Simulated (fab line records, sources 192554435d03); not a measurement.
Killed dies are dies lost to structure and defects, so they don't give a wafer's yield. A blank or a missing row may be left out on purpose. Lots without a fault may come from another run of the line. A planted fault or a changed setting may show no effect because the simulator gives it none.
One fault seen from 2 desks | flow n5_finfet | each desk has only its own numbers; what lay behind them comes last

THE METROLOGY DESK
What the gauges read, lot by lot, whatever tool the lot ran on: means of the sampled wafers that have a number. A lot is out of limits, marked OUT, if its mean lies more than 4 standard deviations from the usual mean; the brackets give that distance. Of its 11 readings 7 are shown: the one that was out of limits first, and those that lie furthest out on some lot.
Columns: A = M3_ILD_THK at N5_BEOL_M3_THK_MEAS_01, usual 79.4 nm; B = IOFF_P at N5_BEOL_M4_RC_MEAS_101, usual 0.21 nA/um; C = ION_N at N5_BEOL_M4_RC_MEAS_101, usual 672 uA/um; D = ION_P at N5_BEOL_M4_RC_MEAS_101, usual 461 uA/um; E = SS_N at N5_BEOL_M4_RC_MEAS_101, usual 71.4 mV/dec; F = VT_N at N5_BEOL_M4_RC_MEAS_101, usual 250 mV; G = VT_P at N5_BEOL_M4_RC_MEAS_101, usual -251 mV
lot  | first seen here | A               | B    | C   | D   | E    | F   | G
L228 | day 8 22:31     | 78.7            | 0.24 | 683 | 467 | 70.9 | 245 | -248
L235 | day 11 16:00    | 83.6 (+4.5) OUT | 0.19 | 659 | 453 | 71.3 | 253 | -253
L237 | day 11 20:50    | 84.4 (+5.3) OUT | 0.18 | 667 | 454 | 71.5 | 251 | -253
L239 | day 12 03:47    | 87.8 (+8.8) OUT | 0.22 | 678 | 465 | 71.0 | 249 | -250
L242 | day 12 15:26    | 78.6            | 0.24 | 682 | 472 | 71.3 | 248 | -246
This desk's finding: out of limits on L235, L237, L239; first on L235, day 11 16:00 (M3_ILD_THK at N5_BEOL_M3_THK_MEAS_01). In limits: L228, L242.

THE TOOL OWNER'S DESK: pecvd-02
The tool's own readings at N5_BEOL_M3_ILD_DEP_00 (deposits SiOC from DEMS/O2, target thk 79 nm, time 15.3 s): means of the sampled wafers that have a number, for each lot that ran on this tool. A lot is out of limits, marked OUT, if its mean lies more than 4 standard deviations from the usual mean; the brackets give that distance.
Columns: A = heater_power_w at N5_BEOL_M3_ILD_DEP_00, usual 548 W; B = showerhead_plenum_p_Torr at N5_BEOL_M3_ILD_DEP_00, usual 5.700 Torr; C = throttle_valve_pct at N5_BEOL_M3_ILD_DEP_00, usual 11.8 %
lot  | first seen here | A   | B     | C
L228 | day 8 22:26     | 633 | 5.680 | 12.5
L235 | day 11 15:56    | 604 | 5.675 | 11.7
L237 | day 11 20:46    | 562 | 5.680 | 11.8
L239 | day 12 03:43    | 613 | 5.682 | 11.8
This desk's finding: nothing out of limits on any of the 4 lots.

PUT TOGETHER
The metrology desk could have raised an alarm at day 11 16:00, on L235, L237, L239.
The tool owner's desk saw nothing out of limits.
The tool owner's desk has L235, L237, L239 on record, within its limits.
Of the lots named, all ran N5_BEOL_M3_ILD_DEP_00 on pecvd-02.

WHAT THE SIMULATOR HAD PUT IN
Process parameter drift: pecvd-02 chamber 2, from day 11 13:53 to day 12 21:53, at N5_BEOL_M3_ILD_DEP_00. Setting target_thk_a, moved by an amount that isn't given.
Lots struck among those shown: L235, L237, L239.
Hours from the fault's start to each desk's first reading out of limits: the metrology desk, 2.
